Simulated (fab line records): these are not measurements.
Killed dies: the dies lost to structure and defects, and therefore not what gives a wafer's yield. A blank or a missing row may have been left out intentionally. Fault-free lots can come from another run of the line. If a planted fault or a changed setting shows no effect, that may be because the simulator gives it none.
Chamber matching ; flow n5Finfet ; N5_HKMG_FIN_ALD_74 on aldHk-01: 4 sister chambers
The step deposits La2O3, target thk 0.5 nm, pulse time 6 s, co reactant pulse time 1 s. 4 wafers are shown with their chamber, then 8 later ones without.

## WAFERS, EACH WITH ITS CHAMBER
wafer;chamber;heaterPowerW (W)
L086.5;3;343
L088.1;0;303
L088.2;1;329
L089.1;2;332

## WAFERS WITH NO CHAMBER GIVEN
wafer;heaterPowerW (W)
L089.2;345
L089.4;306
L092.2;301
L092.4;326
L092.6;338
L095.1;301
L095.4;341
L095.5;303

## WHICH CHAMBER EACH ONE RAN IN
wafer;from the rows above;in truth
L089.2;3;3
L089.4;0;0
L092.2;0;0
L092.4;can't be placed: 1 or 2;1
L092.6;can't be placed: 3 or 2 or 1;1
L095.1;0;0
L095.4;3;3
L095.5;0;0
Placed correctly: 6 of 8. From these rows, 2 cannot be placed; in 2 the true chamber is one of the candidates. 0 placed wrongly.
How it was worked out, from the rows above alone: a wafer's distance from a chamber is the root of the sum, over the readings, of the square of ((its reading less the chamber's mean) divided by the reading's scatter). If the next closest chamber is less than 2 further off than the closest, the wafer can't be placed; otherwise it belongs to the closest. For every chamber, the mean is computed from those of its wafers that are shown. The scatter (one wafer shown for each chamber): square how far every hidden wafer sits from the nearest shown wafer, average those squares and take the square root.
